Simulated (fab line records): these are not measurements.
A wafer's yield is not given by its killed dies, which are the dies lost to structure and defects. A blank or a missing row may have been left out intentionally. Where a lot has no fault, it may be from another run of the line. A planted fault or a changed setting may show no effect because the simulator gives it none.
Chamber matching | flow n5Finfet | pecvd-01 running N5_BEOL_M10_DEP_56: 3 sister chambers
The step deposits SiCN from 3MS/NH3, target thk 15 nm, time 26.5 s. 22 wafers are shown with their chamber, then 11 later ones without.

## WAFERS, EACH WITH ITS CHAMBER
wafer  | chamber | showerheadPlenumPTorr (Torr) | throttleValvePct (%)
L077.4 | 2       | 3.671                        | 8.5
L077.5 | 1       | 3.667                        | 8.7
L077.6 | 0       | 3.681                        | 8.6
L076.3 | 1       | 3.657                        | 8.6
L076.4 | 1       | 3.658                        | 8.8
L076.5 | 0       | 3.686                        | 8.9
L078.2 | 0       | 3.688                        | 8.9
L078.4 | 0       | 3.677                        | 8.8
L078.5 | 2       | 3.678                        | 8.3
L080.2 | 2       | 3.673                        | 8.7
L080.4 | 0       | 3.683                        | 8.7
L080.5 | 2       | 3.673                        | 8.3
L082.1 | 0       | 3.673                        | 8.9
L082.4 | 1       | 3.661                        | 8.6
L082.6 | 2       | 3.663                        | 8.4
L084.1 | 0       | 3.679                        | 8.7
L084.4 | 0       | 3.687                        | 8.9
L084.6 | 1       | 3.663                        | 8.7
L088.3 | 0       | 3.681                        | 9.2
L088.4 | 1       | 3.657                        | 8.7
L088.5 | 0       | 3.684                        | 8.9
L090.1 | 1       | 3.667                        | 8.7

SIGNATURES (averages over the wafers above)
reading               | chamber 0 | chamber 1 | chamber 2 | scatter within a chamber
showerheadPlenumPTorr | 3.68190   | 3.66143   | 3.67160   | 0.00478
throttleValvePct      | 8.850     | 8.686     | 8.440     | 0.142
Rule: distance of a wafer from a chamber = root of the sum over the readings of ((wafer's reading minus chamber's mean) / reading's scatter) squared. If the next closest chamber is less than 2 further off than the closest, the wafer can't be placed; otherwise it belongs to the closest. The scatter: take each reading less its chamber's mean, square it, sum over the shown wafers, divide by the number of wafers less the number of chambers, and take the root.

## WAFERS WHOSE CHAMBER IS MISSING
wafer  | showerheadPlenumPTorr (Torr) | throttleValvePct (%)
L090.2 | 3.665                        | 8.4
L090.3 | 3.686                        | 8.7
L095.1 | 3.669                        | 8.5
L095.4 | 3.670                        | 8.5
L095.6 | 3.680                        | 9.0
L096.1 | 3.663                        | 8.4
L096.4 | 3.667                        | 9.0
L096.6 | 3.658                        | 8.7
L097.2 | 3.668                        | 8.7
L097.5 | 3.668                        | 8.6
L097.6 | 3.682                        | 8.9

## WHICH CHAMBER EACH ONE RAN IN
wafer  | from the rows above          | in truth
L090.2 | can't be placed: 2 or 1      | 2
L090.3 | 0                            | 0
L095.1 | can't be placed: 2 or 1      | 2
L095.4 | can't be placed: 2 or 1      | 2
L095.6 | 0                            | 0
L096.1 | can't be placed: 2 or 1      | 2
L096.4 | can't be placed: 1 or 0 or 2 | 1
L096.6 | 1                            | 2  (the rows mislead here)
L097.2 | can't be placed: 1 or 2 or 0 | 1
L097.5 | can't be placed: 2 or 1      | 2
L097.6 | 0                            | 0
Correctly placed: 3 of 11. Unplaceable from these rows: 7, with the true chamber sitting among the candidates in 7. Placed wrongly: 1.
